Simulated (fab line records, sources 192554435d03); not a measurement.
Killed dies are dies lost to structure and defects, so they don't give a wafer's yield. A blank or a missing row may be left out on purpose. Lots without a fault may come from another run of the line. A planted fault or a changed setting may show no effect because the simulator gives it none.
A struck lot beside a sound one | flow n5_finfet | 41 steps out of a route of 1938
Sound: wafers L424.1, L424.2, L424.4. Struck: wafer L420.2. (L420.4, L420.6 of the same lot were not struck and are left out.) The cause comes at the end.
At each step with rows: each side's tool, then ch and its chambers, then its first start. Under that, the readings that differ: sound wafers | struck wafers | difference of the means | sigmas: that difference in standard deviations of wafers without a fault.
alike: readings whose means differ by less than 2 such deviations, and words and numbers that are the same on both sides. not compared: withheld readings, readings that some wafer has no value for, bounds like >300 that may hide the same value, and numbers for which the record gives no deviation and whose values overlap.
The two part at a step that has a row with sigmas, a row that says differs or no value, or rows on one side only. Numbers that don't overlap but have no deviation are shown without sigmas and don't part them. A reading that every wafer of one side lacks parts them only if that side has two wafers or more.

N5_BEOL_M6_TRENCH_ETCH_37: etches SiCOH lowk in C4F6/O2, target depth 94.435 nm, time 31.5 s.
  sound on rie_diel-04 ch 0,1,2; struck on rie_diel-04 ch 0
  alike: drypump_motor_current_A, oes_product_au, rf_vpp_V, showerhead_plenum_p_Torr, throttle_valve_pct
  not compared: rf_hours_counter_h
then, 1 step without rows for these wafers: N5_BEOL_M6_ETCH_41 (etches SiCN in CH3F/O2, target depth 29.7 nm, time 52 s).
N5_BEOL_M6_STRIP_80: strips in N2/H2, time 10 s.
  sound on rie_diel-04 ch 0,1,2; struck on rie_diel-04 ch 0
  alike: drypump_motor_current_A, oes_product_au, rf_vpp_V, showerhead_plenum_p_Torr, throttle_valve_pct
  not compared: rf_hours_counter_h
N5_BEOL_M6_OCD_MEAS_38:
  sound on ocd-02, day 13 08:27; struck on ocd-02, day 11 15:28
  alike: trench_depth_nm
then, 4 steps without rows for these wafers: N5_BEOL_M6_HM_STRIP_39 (strips TiN in peroxide tin strip, target depth 25 nm, time 158 s); N5_BEOL_M6_SRD_40 (time 30 s); N5_BEOL_M6_PRECLEAN_42 (cleans in residue remover, time 60 s); N5_BEOL_M6_SRD_43 (time 30 s).
N5_BEOL_M6_CD_MEAS_35: target cd 40 nm, target cd y 28 nm.
  sound on cd_sem-03, day 13 08:37; struck on cd_sem-01, day 11 15:37
  alike: cd_nm
N5_BEOL_M6_CURE_75: cures SiCOH lowk, time 120 s.
  sound on uv_cure-01 ch 2, day 13 08:40; struck on uv_cure-02 ch 0, day 11 15:43
  alike: lamp_power_pct, wafer_temp_C_max
then, 1 step without rows for these wafers: N5_BEOL_M6_DEGAS_44 (time 60 s).
N5_BEOL_M6_PRE_CLEAN_45: time 30 s.
  sound on pvd_sputter-01, day 13 09:10; struck on pvd_sputter-01, day 11 17:50
  alike: heater_power_w
N5_BEOL_M6_ALD_77: deposits TaN, target thk 2 nm, pulse time 2 s, purge time 3 s.
  sound on ald_metal-02 ch 1,3, day 13 09:19; struck on ald_metal-04 ch 2, day 11 17:53
  alike: heater_power_w
then, 2 steps without rows for these wafers: N5_BEOL_M6_SURFACE_TREAT_79; N5_BEOL_M6_CVD_78 (deposits Co from CCTBA/H2, target thk 2 nm, time 142.3 s).
N5_BEOL_M6_SPUTTER_48: material Cu, target thk 10 nm, time 1.667 s.
  sound on pvd_sputter-02, day 13 10:14; struck on pvd_sputter-03, day 11 18:23
  alike: throttle_valve_pct
then, 3 steps without rows for these wafers: N5_BEOL_M6_ECD_50 (material Cu, target thk 300 nm); N5_BEOL_M6_ANNEAL_51 (time 90 s); N5_BEOL_M6_CMP_52 (polishes, stops on SiCOH lowk, t overpolish 6.9 s, target thk 80 nm).
N5_BEOL_M6_THK_MEAS_53: measures by xrf.
  sound on film_metro-01, day 13 11:26; struck on film_metro-01, day 11 19:34
  alike: M6_THK
then, 2 steps without rows for these wafers: N5_BEOL_M6_PRE_CLEAN_55 (time 15 s); N5_BEOL_M6_DEP_56 (deposits SiCN from 3MS/NH3, target thk 10 nm, time 17.5 s).
N5_BEOL_M6_RS_MEAS_57: measures by four-point-probe.
  sound on film_metro-01, day 13 11:34; struck on film_metro-01, day 11 19:42
  alike: M6_RS
then, 2 steps without rows for these wafers: N5_BEOL_M7_ILD_DEP_00 (deposits SiCOH lowk from DEMS/porogen, target thk 179.75 nm, time 33.4 s); N5_BEOL_M7_CURE_74 (cures SiCOH lowk, time 240 s).
N5_BEOL_M7_THK_MEAS_01:
  sound on film_metro-01, day 13 12:12; struck on film_metro-01, day 11 20:49
  alike: M7_ILD_THK
then, 10 steps without rows for these wafers: N5_BEOL_M7_PECVD_70 (deposits SiO2 from TEOS/O2, target thk 20 nm, time 22.7 s); N5_BEOL_M7_HM_DEP_02 (deposits TiN, target thk 20 nm); N5_BEOL_M7_COAT_59 (time 60 s, resist thk 100 nm); N5_BEOL_M7_COAT_60 (time 60 s, resist thk 35 nm); N5_BEOL_M7_COAT_05 (resist thk 90 nm); N5_BEOL_M7_EBR_07; N5_BEOL_M7_SOFTBAKE_06 (time 60 s); N5_BEOL_M7_EXPOSE_08 (exposes mask M7); N5_BEOL_M7_PEB_09 (peb time 60 s); N5_BEOL_M7_DEVELOP_10 (develop time 30 s).
N5_BEOL_M7_CD_MEAS_11: target cd 38.5 nm.
  sound on cd_sem-02 ch 0, day 13 12:55; struck on cd_sem-02 ch 0, day 11 22:07
  alike: cd_nm
N5_BEOL_M7_OVL_MEAS_12:
  sound on overlay-01 ch 0, day 13 12:57; struck on overlay-02 ch 0, day 11 22:08
  alike: M7_OVL
then, 2 steps without rows for these wafers: N5_BEOL_M7_DESCUM_16 (chemistry O2, time 7.9 s); N5_BEOL_M7_ETCH_61 (etches SiARC in CF4, target depth 45.5 nm, time 75.8 s).
-- the record jumps here: 3 days lie between the struck wafers' starts before and after (it left off in module BEOL_M7 and takes up again in module PASSIVATION, whose first step shown is number 1936 of the route) --
N5_PASSIVATION_PROBE_49:
  sound on prober-02, day 16 08:36; struck on prober-01, day 14 21:52
  reading                  | sound          | struck | difference | sigmas
  defect_limited_yield (%) | 88.1 90.4 87.9 | 82.4   | -6.4       | -4
  killed_at_M4_up          | 21 14 22       | 136    | +117       | +21
  killed_dies              | 140 113 143    | 208    | +76        | +4
  killed_open              | 91 70 93       | 49     | -36        | -3
  killed_short             | 47 43 45       | 29     | -16        | -2
  sort_bin_5_function (%)  | 7.4 5.8 6.5    | 10.5   | +3.9       | +4
  sort_n_pass              | 1040 1067 1037 | 972    | -76        | -4
  sort_yield_pct (%)       | 88.1 90.4 87.9 | 82.4   | -6.4       | -4
  alike: killed_at_M0_to_M3, killed_at_contacts, killed_at_front_end, killed_at_other, sort_bin_6_memory, sort_bin_8_speed

WHERE THEY PART
Only at N5_PASSIVATION_PROBE_49, within this record.

WHY: what the simulator had put in
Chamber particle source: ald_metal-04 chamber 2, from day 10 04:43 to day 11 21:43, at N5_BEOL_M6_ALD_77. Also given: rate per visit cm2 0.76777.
